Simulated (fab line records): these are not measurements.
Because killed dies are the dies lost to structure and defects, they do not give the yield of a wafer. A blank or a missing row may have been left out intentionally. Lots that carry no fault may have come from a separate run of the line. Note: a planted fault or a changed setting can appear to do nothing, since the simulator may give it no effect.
Matching of chambers / flow n5 finfet / 4 sister chambers for N5_MOL_CONTACT_COAG_STRIP_98 on rie diel-04
The step strips in N2/H2. 8 wafers are shown with their chamber, then 12 later ones without.

WAFERS, EACH WITH ITS CHAMBER
wafer=L077.3; chamber=0; showerhead plenum p Torr (Torr)=3.58; drypump motor current A (A)=6.1
wafer=L077.5; chamber=0; showerhead plenum p Torr (Torr)=3.58; drypump motor current A (A)=6.2
wafer=L092.1; chamber=3; showerhead plenum p Torr (Torr)=3.32; drypump motor current A (A)=6.5
wafer=L092.2; chamber=1; showerhead plenum p Torr (Torr)=3.30; drypump motor current A (A)=6.0
wafer=L092.3; chamber=2; showerhead plenum p Torr (Torr)=3.27; drypump motor current A (A)=6.0
wafer=L093.2; chamber=1; showerhead plenum p Torr (Torr)=3.30; drypump motor current A (A)=6.0
wafer=L093.3; chamber=3; showerhead plenum p Torr (Torr)=3.31; drypump motor current A (A)=6.5
wafer=L093.4; chamber=2; showerhead plenum p Torr (Torr)=3.27; drypump motor current A (A)=6.0

WAFERS WITH NO CHAMBER GIVEN
wafer=L094.2; showerhead plenum p Torr (Torr)=3.31; drypump motor current A (A)=6.4
wafer=L094.3; showerhead plenum p Torr (Torr)=3.30; drypump motor current A (A)=6.0
wafer=L094.4; showerhead plenum p Torr (Torr)=3.27; drypump motor current A (A)=6.0
wafer=L095.1; showerhead plenum p Torr (Torr)=3.30; drypump motor current A (A)=6.1
wafer=L095.4; showerhead plenum p Torr (Torr)=3.31; drypump motor current A (A)=6.5
wafer=L095.5; showerhead plenum p Torr (Torr)=3.27; drypump motor current A (A)=6.0
wafer=L096.1; showerhead plenum p Torr (Torr)=3.31; drypump motor current A (A)=6.5
wafer=L096.2; showerhead plenum p Torr (Torr)=3.56; drypump motor current A (A)=6.2
wafer=L096.4; showerhead plenum p Torr (Torr)=3.30; drypump motor current A (A)=6.0
wafer=L097.3; showerhead plenum p Torr (Torr)=3.30; drypump motor current A (A)=6.0
wafer=L097.4; showerhead plenum p Torr (Torr)=3.27; drypump motor current A (A)=6.0
wafer=L097.5; showerhead plenum p Torr (Torr)=3.31; drypump motor current A (A)=6.4

EACH ONE'S CHAMBER
wafer=L094.2; from the rows above=3; in truth=3
wafer=L094.3; from the rows above=1; in truth=1
wafer=L094.4; from the rows above=2; in truth=2
wafer=L095.1; from the rows above=1; in truth=1
wafer=L095.4; from the rows above=3; in truth=3
wafer=L095.5; from the rows above=2; in truth=2
wafer=L096.1; from the rows above=3; in truth=3
wafer=L096.2; from the rows above=0; in truth=0
wafer=L096.4; from the rows above=1; in truth=1
wafer=L097.3; from the rows above=1; in truth=1
wafer=L097.4; from the rows above=2; in truth=2
wafer=L097.5; from the rows above=3; in truth=3
Correct placement for 12 of the 12. Left unplaced by these rows: 0. Number placed wrongly: 0.
How it was worked out, from the rows above alone: a wafer's distance from a chamber is the root of the sum, over the readings, of the square of ((its reading less the chamber's mean) divided by the reading's scatter). The wafer belongs to the nearest chamber; if the next one is less than 2 further off, it can't be placed. For every chamber, the mean is computed from those of its wafers that are shown. The scatter is the square root of a quotient: the sum, over the shown wafers, of each reading's squared deviation from its chamber's mean, divided by wafers minus chambers.
